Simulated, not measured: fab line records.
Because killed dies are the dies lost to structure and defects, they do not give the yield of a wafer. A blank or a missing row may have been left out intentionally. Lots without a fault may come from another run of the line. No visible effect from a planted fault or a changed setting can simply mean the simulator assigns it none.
Matching of chambers / flow n5Finfet / 3 sister chambers for N5_BEOL_M4_ILD_DEP_00 on pecvd-01
The step deposits SiOC from DEMS/O2, target thk 79 nm, time 15.3 s. 3 wafers are shown with their chamber, then 10 later ones without.

## EACH WAFER AND ITS CHAMBER
wafer=L088.1; chamber=2; throttleValvePct (%)=11.7
wafer=L090.1; chamber=1; throttleValvePct (%)=13.3
wafer=L090.2; chamber=0; throttleValvePct (%)=13.3

## WAFERS WITHOUT THEIR CHAMBER
wafer=L090.4; throttleValvePct (%)=11.6
wafer=L091.1; throttleValvePct (%)=11.8
wafer=L091.2; throttleValvePct (%)=13.4
wafer=L091.4; throttleValvePct (%)=11.9
wafer=L093.1; throttleValvePct (%)=12.9
wafer=L093.3; throttleValvePct (%)=13.3
wafer=L093.6; throttleValvePct (%)=12.9
wafer=L094.1; throttleValvePct (%)=12.0
wafer=L094.3; throttleValvePct (%)=13.1
wafer=L094.4; throttleValvePct (%)=13.1

## WHICH CHAMBER EACH WENT THROUGH
wafer=L090.4; from the rows above=2; in truth=2
wafer=L091.1; from the rows above=2; in truth=2
wafer=L091.2; from the rows above=can't be placed: 0 or 1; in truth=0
wafer=L091.4; from the rows above=2; in truth=2
wafer=L093.1; from the rows above=can't be placed: 0 or 1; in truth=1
wafer=L093.3; from the rows above=can't be placed: 0 or 1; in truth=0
wafer=L093.6; from the rows above=can't be placed: 0 or 1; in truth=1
wafer=L094.1; from the rows above=2; in truth=2
wafer=L094.3; from the rows above=can't be placed: 0 or 1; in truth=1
wafer=L094.4; from the rows above=can't be placed: 0 or 1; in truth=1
Placed correctly: 4 of 10. From these rows, 6 cannot be placed; in 6 the true chamber is one of the candidates. 0 placed wrongly.
How it was worked out, from the rows above alone: a wafer's distance from a chamber is the root of the sum, over the readings, of the square of ((its reading less the chamber's mean) divided by the reading's scatter). The wafer belongs to the nearest chamber; if the next one is less than 2 further off, it can't be placed. Each chamber's mean is taken over the wafers shown for it. The scatter: root of mean squared gap, hidden wafer to nearest shown wafer, with one shown wafer a chamber.
